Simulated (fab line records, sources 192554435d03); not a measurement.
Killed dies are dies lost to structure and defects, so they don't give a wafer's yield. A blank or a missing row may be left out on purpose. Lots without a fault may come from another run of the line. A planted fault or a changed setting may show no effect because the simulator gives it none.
Chamber matching | flow n5_finfet | N5_ILD0_CMP_07 on cmp-01: 4 sister chambers
The step polishes SiO2 flowable, stops on poly-Si, t overpolish 1.18 s, target thk 138.88 nm. 4 wafers are shown with their chamber, then 9 later ones without.

WAFERS WITH THEIR CHAMBER
wafer  | chamber | motor_current_A (A)
L081.5 | 0       | 13.9
L084.1 | 2       | 13.3
L088.3 | 1       | 12.0
L088.5 | 3       | 11.7

WAFERS WITHOUT THEIR CHAMBER
wafer  | motor_current_A (A)
L090.1 | 13.9
L090.2 | 11.4
L090.6 | 13.3
L093.1 | 13.5
L093.5 | 11.5
L093.6 | 13.2
L095.1 | 11.5
L095.2 | 11.6
L095.4 | 13.1

WHICH CHAMBER EACH WENT THROUGH
wafer  | from the rows above     | in truth
L090.1 | 0                       | 0
L090.2 | can't be placed: 3 or 1 | 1
L090.6 | 2                       | 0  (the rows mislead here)
L093.1 | can't be placed: 2 or 0 | 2
L093.5 | can't be placed: 3 or 1 | 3
L093.6 | 2                       | 2
L095.1 | can't be placed: 3 or 1 | 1
L095.2 | can't be placed: 3 or 1 | 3
L095.4 | 2                       | 2
Placed correctly: 3 of 9. Can't be placed from these rows: 5 (the true chamber is among the candidates in 5). Placed wrongly: 1.
How it was worked out, from the rows above alone: a wafer's distance from a chamber is the root of the sum, over the readings, of the square of ((its reading less the chamber's mean) divided by the reading's scatter). The wafer belongs to the nearest chamber; if the next one is less than 2 further off, it can't be placed. A chamber's mean is the mean of its shown wafers. The scatter: with one shown wafer a chamber, the root of the mean of the squares of how far each hidden wafer lies from its nearest shown one.
